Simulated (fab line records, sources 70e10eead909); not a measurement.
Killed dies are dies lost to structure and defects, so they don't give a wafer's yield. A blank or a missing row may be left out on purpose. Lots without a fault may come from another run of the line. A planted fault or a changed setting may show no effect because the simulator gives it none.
Which tool did it? | flow nand_harc | 20 lots, 60 wafers sampled, at 6 steps of a route of 1159

WHAT THE GAUGES READ, wafer by wafer
The record holds no reading of a measuring or inspecting step that can be judged against a usual standard deviation.

WHICH TOOL RAN EACH LOT (tool, then ch and the chambers of the sampled wafers, then the start)
lot  | NHARC_A_CHANNEL_FILL_D1_ALD_14   | NHARC_A_STAIRCASE_TRIM_20          | NHARC_A_STAIRCASE_ETCH_27                     | NHARC_A_STAIRCASE_TRIM_191                    | NHARC_A_STAIRCASE_TRIM_196         | NHARC_A_STAIRCASE_TRIM_200
L074 | ald_hk-02 ch 2,3, day 8 22:29    | rie_diel-11 ch 0,1,3, day 10 22:14 | rie_diel-11 ch 0,1, day 11 02:44 or earlier   | rie_diel-02 ch 0,3, day 11 02:44 or earlier   | rie_diel-02 ch 1,2, day 11 02:44   | rie_diel-02 ch 0,1,3, no start
L076 | ald_hk-03 ch 0,1,3, day 9 10:56  | rie_diel-02 ch 1,2,3, day 11 08:34 | rie_diel-02 ch 0,1,2, day 11 12:20 or earlier | rie_diel-12 ch 1,2,3, day 11 12:20 or earlier | rie_diel-12 ch 0,1,3, day 11 12:20 | rie_diel-12 ch 0,1,3, no start
L077 | ald_hk-04 ch 0,2,3, day 9 15:55  | rie_diel-12 ch 0,1, day 11 13:23   | rie_diel-12 ch 0,1,2, day 11 17:28 or earlier | rie_diel-12 ch 0,1,3, day 11 17:28 or earlier | rie_diel-11 ch 0,1,3, day 11 17:28 | rie_diel-11 ch 1,3, no start
L078 | ald_hk-04 ch 0,1,3, day 9 16:10  | rie_diel-02 ch 0,1,2, day 11 13:01 | rie_diel-02 ch 0,1,3, day 11 17:44 or earlier | rie_diel-02 ch 1,2,3, day 11 17:44 or earlier | rie_diel-02 ch 0,1,2, day 11 17:44 | rie_diel-02 ch 0,2,3, no start
L080 | ald_hk-03 ch 0,3, day 10 08:28   | rie_diel-12 ch 1,2, day 12 05:49   | rie_diel-12 ch 0,1,2, day 12 09:47 or earlier | rie_diel-12 ch 0,2, day 12 09:47 or earlier   | rie_diel-11 ch 0,1,2, day 12 09:47 | rie_diel-11 ch 1,2, no start
L079 | ald_hk-04 ch 0,1,2, day 10 08:28 | rie_diel-02 ch 0,1,2, day 12 05:34 | rie_diel-02 ch 0,1, day 12 09:53 or earlier   | rie_diel-11 ch 0,1, day 12 09:53 or earlier   | rie_diel-02 ch 0,3, day 12 09:53   | rie_diel-02 ch 0,1, no start
L082 | ald_hk-02 ch 2,3, day 10 18:35   | rie_diel-02 ch 2,3, day 12 15:16   | rie_diel-02 ch 0,1,3, day 13 02:06 or earlier | rie_diel-11 ch 0,1, day 13 02:06 or earlier   | rie_diel-11 ch 0,1,2, day 13 02:06 | rie_diel-11 ch 0,2,3, no start
L083 | ald_hk-02 ch 0,2,3, day 11 01:51 | rie_diel-12 ch 1,2,3, day 13 03:45 | rie_diel-12 ch 1,2,3, day 13 07:47 or earlier | rie_diel-11 ch 0,2,3, day 13 07:47 or earlier | rie_diel-02 ch 1,2,3, day 13 07:47 | rie_diel-02 ch 0,1,2, no start
L084 | ald_hk-04 ch 0,1,3, day 11 02:05 | rie_diel-11 ch 1,2, day 13 03:26   | rie_diel-11 ch 0,1,2, day 13 07:11 or earlier | rie_diel-12 ch 1,3, day 13 07:11 or earlier   | rie_diel-11 ch 1,2, day 13 07:11   | rie_diel-11 ch 0,1,2, no start
L085 | ald_hk-03 ch 0,3, day 12 01:32   | rie_diel-12 ch 0,1, day 14 00:13   | rie_diel-12 ch 0,1, day 14 04:02 or earlier   | rie_diel-11 ch 0,2, day 14 04:02 or earlier   | rie_diel-11 ch 1,2,3, day 14 04:02 | rie_diel-11 ch 1,3, no start
L087 | ald_hk-03 ch 1,2,3, day 12 01:50 | rie_diel-11 ch 2,3, day 14 00:49   | rie_diel-11 ch 0,1,3, day 14 04:59 or earlier | rie_diel-11 ch 0,2,3, day 14 04:59 or earlier | rie_diel-11 ch 1,2,3, day 14 04:59 | rie_diel-11 ch 0,1,2, no start
L086 | ald_hk-04 ch 0,2, day 12 05:38   | rie_diel-12 ch 1,2,3, day 14 03:31 | rie_diel-12 ch 0,2, day 14 11:29 or earlier   | rie_diel-02 ch 0,2, day 14 11:29 or earlier   | rie_diel-11 ch 1,2, day 14 11:29   | rie_diel-11 ch 0,1, no start
L089 | ald_hk-04 ch 0,1, day 12 11:12   | rie_diel-12 ch 0,3, day 14 09:59   | rie_diel-12 ch 2,3, day 14 13:41 or earlier   | rie_diel-11 ch 1,2,3, day 14 13:41 or earlier | rie_diel-12 ch 0,2,3, day 14 13:41 | rie_diel-12 ch 1,2, no start
L088 | ald_hk-03 ch 0,1,3, day 12 17:57 | rie_diel-11 ch 1,2, day 14 15:19   | rie_diel-11 ch 1,2,3, day 14 18:55 or earlier | rie_diel-12 ch 2,3, day 14 18:55 or earlier   | rie_diel-12 ch 0,1,3, day 14 18:55 | rie_diel-12 ch 2,3, no start
L090 | ald_hk-04 ch 0,1,2, day 13 01:19 | rie_diel-02 ch 0,3, day 15 01:42   | rie_diel-02 ch 0,1,3, day 15 05:17 or earlier | rie_diel-12 ch 0,1,2, day 15 05:17 or earlier | rie_diel-12 ch 2,3, day 15 05:17   | rie_diel-12 ch 0,1,3, no start
L091 | ald_hk-02 ch 0,2,3, day 13 10:17 | rie_diel-12 ch 0,1, day 15 09:44   | rie_diel-12 ch 0,3, day 15 13:40 or earlier   | rie_diel-11 ch 0,3, day 15 13:40 or earlier   | rie_diel-11 ch 0,1, day 15 13:40   | rie_diel-11 ch 0,1, no start
L094 | ald_hk-04 ch 0,2,3, day 13 20:31 | rie_diel-11 ch 0,1,3, day 15 19:49 | rie_diel-11 ch 0,1,3, day 15 23:47 or earlier | rie_diel-11 ch 1,2,3, day 15 23:47 or earlier | rie_diel-11 ch 1,2,3, day 15 23:47 | rie_diel-11 ch 0,1,3, no start
L095 | ald_hk-04 ch 0,1,3, day 14 00:35 | rie_diel-02 ch 0,1,2, day 15 19:32 | rie_diel-02 ch 1,2,3, day 16 00:23 or earlier | rie_diel-12 ch 1,3, day 16 00:23 or earlier   | rie_diel-11 ch 0,1, day 16 00:23   | rie_diel-11 ch 0,1,3, no start
L096 | ald_hk-02 ch 1,2, day 14 20:38   | rie_diel-11 ch 1,3, day 16 18:37   | rie_diel-11 ch 0,2,3, day 17 01:19 or earlier | rie_diel-02 ch 1,2,3, day 17 01:19 or earlier | rie_diel-02 ch 2,3, day 17 01:19   | rie_diel-02 ch 1,3, no start
L097 | ald_hk-02 ch 0,1,2, day 14 20:51 | rie_diel-02 ch 0,2, day 16 19:19   | rie_diel-02 ch 0,1,3, day 17 02:16 or earlier | rie_diel-11 ch 1,3, day 17 02:16 or earlier   | rie_diel-11 ch 1,3, day 17 02:16   | rie_diel-11 ch 0,1, no start
- NHARC_A_CHANNEL_FILL_D1_ALD_14: deposits SiO2, target thk 2.5 nm, pulse time 10 s, ald cycles 25.
- NHARC_A_STAIRCASE_TRIM_20: chemistry O2, time 211.2 s.
- NHARC_A_STAIRCASE_ETCH_27: etches the open film in C4F8/O2, target depth 100 nm, time 40.5 s.
- NHARC_A_STAIRCASE_TRIM_191: chemistry O2, time 211.2 s.
- NHARC_A_STAIRCASE_TRIM_196: chemistry O2, time 211.2 s.
- NHARC_A_STAIRCASE_TRIM_200: chemistry O2, time 211.2 s.

WHAT THE TOOLS THEMSELVES READ (means of the sampled wafers that have a number; where no wafer has one, the mark that the record gives instead)
NHARC_A_CHANNEL_FILL_D1_ALD_14.
lot  | tool      | heater_power_w (W) | precursor_pulse_height_rel
L074 | ald_hk-02 | 434                | 0.990
L076 | ald_hk-03 | 513                | 0.992
L077 | ald_hk-04 | 505                | 0.987
L078 | ald_hk-04 | 470                | 0.993
L080 | ald_hk-03 | 517                | 0.993
L079 | ald_hk-04 | 463                | 1.009
L082 | ald_hk-02 | 434                | 1.012
L083 | ald_hk-02 | 456                | 0.983
L084 | ald_hk-04 | 471                | 1.001
L085 | ald_hk-03 | 480                | 0.990
L087 | ald_hk-03 | 483                | 1.014
L086 | ald_hk-04 | 503                | 0.994
L089 | ald_hk-04 | 422                | 0.992
L088 | ald_hk-03 | 505                | 0.993
L090 | ald_hk-04 | 465                | 1.021
L091 | ald_hk-02 | 446                | 1.007
L094 | ald_hk-04 | 512                | 1.007
L095 | ald_hk-04 | 477                | 0.991
L096 | ald_hk-02 | 499                | 0.996
L097 | ald_hk-02 | 477                | 1.007

NHARC_A_STAIRCASE_TRIM_20.
lot  | tool        | drypump_motor_current_A (A) | o2_flow_sccm (sccm) | oes_product_au (a.u.) | rf_vpp_V (V) | showerhead_plenum_p_Torr (Torr) | throttle_valve_pct (%)
L074 | rie_diel-11 | 6.0                         | 500.6               | 1.013                 | 57.6         | 3.46                            | 17.033
L076 | rie_diel-02 | 6.1                         | 500.7               | 0.992                 | 57.5         | 3.47                            | 17.042
L077 | rie_diel-12 | 6.2                         | 499.7               | 1.011                 | 57.6         | 3.53                            | 17.034
L078 | rie_diel-02 | 6.2                         | 500.2               | 1.004                 | 57.7         | 3.40                            | 17.037
L080 | rie_diel-12 | 5.5                         | 502.4               | 1.005                 | 57.9         | 3.53                            | 17.033
L079 | rie_diel-02 | 6.2                         | 500.7               | 1.007                 | 57.5         | 3.40                            | 17.036
L082 | rie_diel-02 | 5.6                         | 501.2               | 1.002                 | 57.4         | 3.40                            | 17.031
L083 | rie_diel-12 | 5.6                         | 501.5               | 1.000                 | 58.0         | 3.47                            | 17.035
L084 | rie_diel-11 | 5.4                         | 501.0               | 0.999                 | 57.5         | 3.57                            | 17.032
L085 | rie_diel-12 | 6.3                         | 500.4               | 1.003                 | 58.5         | 3.52                            | 17.035
L087 | rie_diel-11 | 5.8                         | 501.1               | 1.009                 | 57.3         | 3.41                            | 17.039
L086 | rie_diel-12 | 5.7                         | 500.7               | 0.999                 | 56.9         | 3.46                            | 17.045
L089 | rie_diel-12 | 6.2                         | 500.0               | 0.987                 | 57.4         | 3.44                            | 17.047
L088 | rie_diel-11 | 5.4                         | 499.1               | 0.995                 | 58.0         | 3.56                            | 17.033
L090 | rie_diel-02 | 6.2                         | 499.5               | 0.983                 | 57.8         | 3.59                            | 17.030
L091 | rie_diel-12 | 5.8                         | 499.0               | 1.006                 | 57.0         | 3.55                            | 17.031
L094 | rie_diel-11 | 6.0                         | 500.6               | 1.001                 | 57.7         | 3.44                            | 17.038
L095 | rie_diel-02 | 6.2                         | 500.2               | 0.998                 | 58.1         | 3.57                            | 17.033
L096 | rie_diel-11 | 5.7                         | 498.1               | 1.003                 | 57.3         | 3.56                            | 17.033
L097 | rie_diel-02 | 6.2                         | 500.2               | 0.991                 | 57.4         | 3.55                            | 17.037

NHARC_A_STAIRCASE_ETCH_27.
lot  | tool        | oes_product_au (a.u.) | rf_fwd_power_W (W) | rf_vpp_V (V)
L074 | rie_diel-11 | 0.944                 | 589.5              | 896
L076 | rie_diel-02 | 0.946                 | 591.0              | 892
L077 | rie_diel-12 | 0.950                 | 590.5              | 894
L078 | rie_diel-02 | 0.924                 | 590.1              | 896
L080 | rie_diel-12 | 0.941                 | 591.2              | 895
L079 | rie_diel-02 | 0.943                 | 590.6              | 893
L082 | rie_diel-02 | 0.938                 | 589.0              | 895
L083 | rie_diel-12 | 0.927                 | 592.8              | 895
L084 | rie_diel-11 | 0.945                 | 589.2              | 892
L085 | rie_diel-12 | 0.953                 | 590.7              | 897
L087 | rie_diel-11 | 0.943                 | 589.5              | 892
L086 | rie_diel-12 | 0.928                 | 594.6              | 893
L089 | rie_diel-12 | 0.939                 | 595.2              | 890
L088 | rie_diel-11 | 0.938                 | 591.0              | 895
L090 | rie_diel-02 | 0.933                 | 590.6              | 895
L091 | rie_diel-12 | 0.956                 | 592.5              | 892
L094 | rie_diel-11 | 0.939                 | 590.5              | 893
L095 | rie_diel-02 | 0.946                 | 590.1              | 900
L096 | rie_diel-11 | 0.958                 | 590.7              | 896
L097 | rie_diel-02 | 0.940                 | 590.3              | 895

NHARC_A_STAIRCASE_TRIM_191.
lot  | tool        | drypump_motor_current_A (A) | o2_flow_sccm (sccm) | oes_product_au (a.u.) | rf_vpp_V (V) | showerhead_plenum_p_Torr (Torr) | throttle_valve_pct (%)
L074 | rie_diel-02 | 6.3                         | 500.8               | 0.999                 | 57.8         | 3.60                            | 17.039
L076 | rie_diel-12 | 5.6                         | 499.4               | 0.990                 | 58.1         | 3.47                            | 17.018
L077 | rie_diel-12 | 6.0                         | 499.6               | 0.998                 | 57.4         | 3.51                            | 17.041
L078 | rie_diel-02 | 6.1                         | 500.1               | 0.998                 | 57.6         | 3.47                            | 17.032
L080 | rie_diel-12 | 6.3                         | 498.3               | 1.013                 | 58.2         | 3.45                            | 17.042
L079 | rie_diel-11 | 5.9                         | 498.2               | 1.007                 | 57.3         | 3.40                            | 17.029
L082 | rie_diel-11 | 5.6                         | 499.5               | 0.995                 | 58.5         | 3.53                            | 17.032
L083 | rie_diel-11 | 6.0                         | 501.3               | 1.006                 | 57.3         | 3.37                            | 17.037
L084 | rie_diel-12 | 5.6                         | 499.4               | 0.991                 | 57.3         | 3.54                            | 17.036
L085 | rie_diel-11 | 6.0                         | 498.4               | 1.000                 | 56.8         | 3.31                            | 17.035
L087 | rie_diel-11 | 6.1                         | 499.6               | 1.012                 | 58.3         | 3.36                            | 17.035
L086 | rie_diel-02 | 5.8                         | 501.3               | 1.001                 | 56.8         | 3.32                            | 17.043
L089 | rie_diel-11 | 5.7                         | 500.8               | 1.003                 | 57.1         | 3.49                            | 17.037
L088 | rie_diel-12 | 5.8                         | 498.1               | 0.994                 | 57.4         | 3.40                            | 17.033
L090 | rie_diel-12 | 5.9                         | 498.5               | 0.999                 | 57.8         | 3.48                            | 17.043
L091 | rie_diel-11 | 6.3                         | 500.2               | 1.011                 | 57.1         | 3.32                            | 17.042
L094 | rie_diel-11 | 5.7                         | 500.1               | 0.999                 | 57.7         | 3.48                            | 17.035
L095 | rie_diel-12 | 5.6                         | 498.9               | 1.001                 | 57.2         | 3.52                            | 17.033
L096 | rie_diel-02 | 6.1                         | 498.8               | 1.010                 | 58.6         | 3.63                            | 17.040
L097 | rie_diel-11 | 6.0                         | 501.9               | 0.998                 | 58.0         | 3.48                            | 17.035

NHARC_A_STAIRCASE_TRIM_196.
lot  | tool        | drypump_motor_current_A (A) | o2_flow_sccm (sccm) | oes_product_au (a.u.) | rf_vpp_V (V) | showerhead_plenum_p_Torr (Torr) | throttle_valve_pct (%)
L074 | rie_diel-02 | 5.8                         | 500.4               | 1.001                 | 57.3         | 3.34                            | 17.038
L076 | rie_diel-12 | 6.0                         | 500.1               | 1.006                 | 57.5         | 3.51                            | 17.035
L077 | rie_diel-11 | 6.0                         | 500.5               | 1.008                 | 57.3         | 3.46                            | 17.039
L078 | rie_diel-02 | 6.2                         | 499.6               | 1.000                 | 57.1         | 3.40                            | 17.036
L080 | rie_diel-11 | 5.7                         | 498.6               | 0.998                 | 58.2         | 3.45                            | 17.037
L079 | rie_diel-02 | 6.2                         | 500.5               | 0.995                 | 58.4         | 3.60                            | 17.034
L082 | rie_diel-11 | 5.7                         | 499.5               | 1.002                 | 56.8         | 3.44                            | 17.029
L083 | rie_diel-02 | 6.1                         | 497.8               | 0.997                 | 57.7         | 3.46                            | 17.044
L084 | rie_diel-11 | 5.4                         | 500.5               | 1.003                 | 58.0         | 3.57                            | 17.030
L085 | rie_diel-11 | 5.7                         | 500.6               | 0.996                 | 58.1         | 3.49                            | 17.039
L087 | rie_diel-11 | 5.8                         | 499.4               | 1.005                 | 56.9         | 3.49                            | 17.035
L086 | rie_diel-11 | 5.4                         | 500.0               | 0.998                 | 58.5         | 3.56                            | 17.043
L089 | rie_diel-12 | 6.1                         | 501.0               | 1.001                 | 57.1         | 3.42                            | 17.036
L088 | rie_diel-12 | 6.0                         | 499.6               | 0.999                 | 57.6         | 3.49                            | 17.041
L090 | rie_diel-12 | 5.8                         | 500.5               | 0.985                 | 57.6         | 3.40                            | 17.036
L091 | rie_diel-11 | 5.6                         | 499.7               | 1.009                 | 58.2         | 3.52                            | 17.040
L094 | rie_diel-11 | 5.7                         | 500.4               | 1.011                 | 56.8         | 3.48                            | 17.033
L095 | rie_diel-11 | 5.9                         | 498.3               | 1.003                 | 58.4         | 3.39                            | 17.038
L096 | rie_diel-02 | 5.7                         | 499.4               | 0.997                 | 57.7         | 3.75                            | 17.038
L097 | rie_diel-11 | 5.7                         | 499.2               | 0.991                 | 57.9         | 3.56                            | 17.035

NHARC_A_STAIRCASE_TRIM_200.
lot  | tool        | drypump_motor_current_A (A) | o2_flow_sccm (sccm) | oes_product_au (a.u.) | rf_vpp_V (V) | showerhead_plenum_p_Torr (Torr) | throttle_valve_pct (%)
L074 | rie_diel-02 | 6.5                         | 500.9               | 1.007                 | 57.9         | 3.53                            | 17.043
L076 | rie_diel-12 | 6.0                         | 500.2               | 1.001                 | 57.2         | 3.51                            | 17.037
L077 | rie_diel-11 | 5.7                         | 499.5               | 1.002                 | 57.9         | 3.58                            | 17.044
L078 | rie_diel-02 | 6.1                         | 498.9               | 0.995                 | 57.8         | 3.46                            | 17.041
L080 | rie_diel-11 | 5.4                         | 499.1               | 1.000                 | 58.0         | 3.48                            | 17.035
L079 | rie_diel-02 | 6.6                         | 498.5               | 0.992                 | 57.5         | 3.46                            | 17.039
L082 | rie_diel-11 | 6.1                         | 498.6               | 1.011                 | 58.0         | 3.37                            | 17.041
L083 | rie_diel-02 | 6.2                         | 500.9               | 1.005                 | 57.7         | 3.39                            | 17.030
L084 | rie_diel-11 | 5.7                         | 500.4               | 1.009                 | 58.2         | 3.44                            | 17.033
L085 | rie_diel-11 | 5.7                         | 500.5               | 1.007                 | 58.0         | 3.57                            | 17.044
L087 | rie_diel-11 | 5.7                         | 499.3               | 1.001                 | 57.4         | 3.44                            | 17.029
L086 | rie_diel-11 | 5.9                         | 498.8               | 1.005                 | 57.2         | 3.39                            | 17.033
L089 | rie_diel-12 | 5.6                         | 501.4               | 1.000                 | 57.9         | 3.44                            | 17.028
L088 | rie_diel-12 | 5.8                         | 500.5               | 0.991                 | 56.8         | 3.40                            | 17.035
L090 | rie_diel-12 | 6.0                         | 500.0               | 1.000                 | 57.1         | 3.49                            | 17.038
L091 | rie_diel-11 | 5.9                         | 500.8               | 1.004                 | 57.5         | 3.39                            | 17.032
L094 | rie_diel-11 | 6.0                         | 500.2               | 1.004                 | 57.6         | 3.43                            | 17.038
L095 | rie_diel-11 | 6.0                         | 498.8               | 1.001                 | 57.9         | 3.43                            | 17.033
L096 | rie_diel-02 | 6.3                         | 498.9               | 1.002                 | 56.4         | 3.58                            | 17.038
L097 | rie_diel-11 | 5.6                         | 499.8               | 1.002                 | 57.8         | 3.69                            | 17.038

THE ANSWER, worked out from the rows above alone
Rule: what is usual is taken from the lots themselves. Put in order of their means at a reading, lots are off if they are a third of the lots or fewer, leave a main group of 4 or more, and stand apart from it by a gap of 3 or more times the standard deviation of the main group's means; of several such gaps the widest counts. A main group whose means are all the same, to the digits that the tables above print for the reading, isn't used. A lot without any number at a reading at which 4 lots or more have one is off too. The other lots that the step has rows for count as sound. The gauges are gone through in route order, then the tools' own readings, and for those a lot's mean is taken as printed above. The first step at which some lot is off is used, and at that step the reading that is off furthest; a lot without a number counts as furthest.
No lot is off at any reading shown: from this, nothing can be told.

WHAT THE SIMULATOR HAD PUT IN
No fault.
